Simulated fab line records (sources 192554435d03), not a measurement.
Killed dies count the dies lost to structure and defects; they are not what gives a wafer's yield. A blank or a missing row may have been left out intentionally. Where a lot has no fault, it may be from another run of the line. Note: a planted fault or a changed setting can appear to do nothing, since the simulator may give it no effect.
What tool caused it? ; flow n5_finfet ; 8 lots with 24 wafers sampled at 5 steps, on a route of 1938 steps

WHAT THE GAUGES SHOWED, per wafer
N5_BEOL_M4_RC_MEAS_101.
lot;measured;on;CJ_N
L518;day 7 18:26;prober-02;4.41 4.20 4.23
L522;day 8 18:02;prober-02;4.44 4.40 4.35
L530;day 14 14:58;prober-01;4.34 4.25 4.44
L533;day 13 14:40;prober-01;4.33 4.35 4.25
L535;day 14 01:24;prober-01;- 4.39 4.35
L537;day 14 09:01;prober-01;4.58 - 4.31
L538;day 13 01:41;prober-01;4.38 4.51 4.40
L541;day 15 04:40;prober-01;4.39 4.41 4.39

WHAT TOOL EACH LOT RAN ON (gives the tool, then ch and the chambers of the sampled wafers, and finally the start)
lot;N5_DUMMY_GATE_ETCH_42;N5_SD_EPI_N_DESCUM_14;N5_SD_EPI_N_SD_RECESS_17;N5_SD_EPI_N_STRIP_38
L518;rie_diel-05 ch 0,1,2, day 3 01:55;rie_diel-02 ch 0,2,3, day 3 03:41;rie_si-06 ch 0,3, day 3 04:23;plasma_asher-02 ch 0,1, day 3 04:29
L522;rie_diel-01 ch 0,1,2, day 3 23:19;rie_diel-03 ch 0,1,2, day 4 00:39;rie_si-06 ch 0,1,3, day 4 01:20;plasma_asher-02 ch 0,1, day 4 01:26
L530;rie_diel-01 ch 0,2, day 6 08:34;rie_diel-03 ch 2,3, day 6 10:50;rie_si-06 ch 0,2,3, day 6 11:31;plasma_asher-02 ch 0,1, day 6 11:41
L533;rie_diel-06 ch 1,3, day 6 20:21;rie_diel-03 ch 0,2,3, day 6 21:47;rie_si-01 ch 1,2,3, day 6 22:28;plasma_asher-01 ch 0,1, day 6 22:35
L535;rie_diel-05 ch 0,1,3, day 7 06:30;rie_diel-03 ch 0,1,3, day 7 07:50;rie_si-06 ch 1,2,3, day 7 08:31;plasma_asher-01 ch 0,1, day 7 08:37
L537;rie_diel-01 ch 1,2,3, day 7 17:17;rie_diel-02 ch 2,3, day 7 18:44;rie_si-06 ch 0,2,3, day 7 19:25;plasma_asher-02 ch 0, day 7 19:31
L538;rie_diel-01 ch 1,2, day 8 00:03;rie_diel-02 ch 0,3, day 8 03:17;rie_si-01 ch 0,1, day 8 03:59;plasma_asher-02 ch 0,1, day 8 04:05
L541;rie_diel-05 ch 1,2, day 9 02:10;rie_diel-04 ch 0,2,3, day 9 04:05;rie_si-02 ch 1,2,3, day 9 04:46;plasma_asher-02 ch 1, day 9 04:52
- N5_DUMMY_GATE_ETCH_42: etches SiO2 in CHF3/O2, target depth 3.5 nm, time 31 s.
- N5_SD_EPI_N_DESCUM_14: chemistry O2, time 7.9 s.
- N5_SD_EPI_N_SD_RECESS_17: chemistry HBr/Cl2/O2, target depth 41 nm, time 23.7 s, bt time 3 s.
- N5_SD_EPI_N_STRIP_38: strips in N2/H2.

THE ANSWER, worked out from the rows above alone
Rule: the usual values come from the lots themselves. Put in order of their means at a reading, lots are off if they are a third of the lots or fewer, leave a main group of 4 or more, and stand apart from it by a gap of 3 or more times the standard deviation of the main group's means; of several such gaps the widest counts. A main group is skipped when, at the precision printed for the reading in the tables above, its means are all equal. Also off: a lot with no number at a reading for which 4 or more lots have one. All remaining lots with rows at the step are treated as sound.
None of the lots is off at any reading shown; this tells nothing.

WHAT THE SIMULATOR HAD INSERTED
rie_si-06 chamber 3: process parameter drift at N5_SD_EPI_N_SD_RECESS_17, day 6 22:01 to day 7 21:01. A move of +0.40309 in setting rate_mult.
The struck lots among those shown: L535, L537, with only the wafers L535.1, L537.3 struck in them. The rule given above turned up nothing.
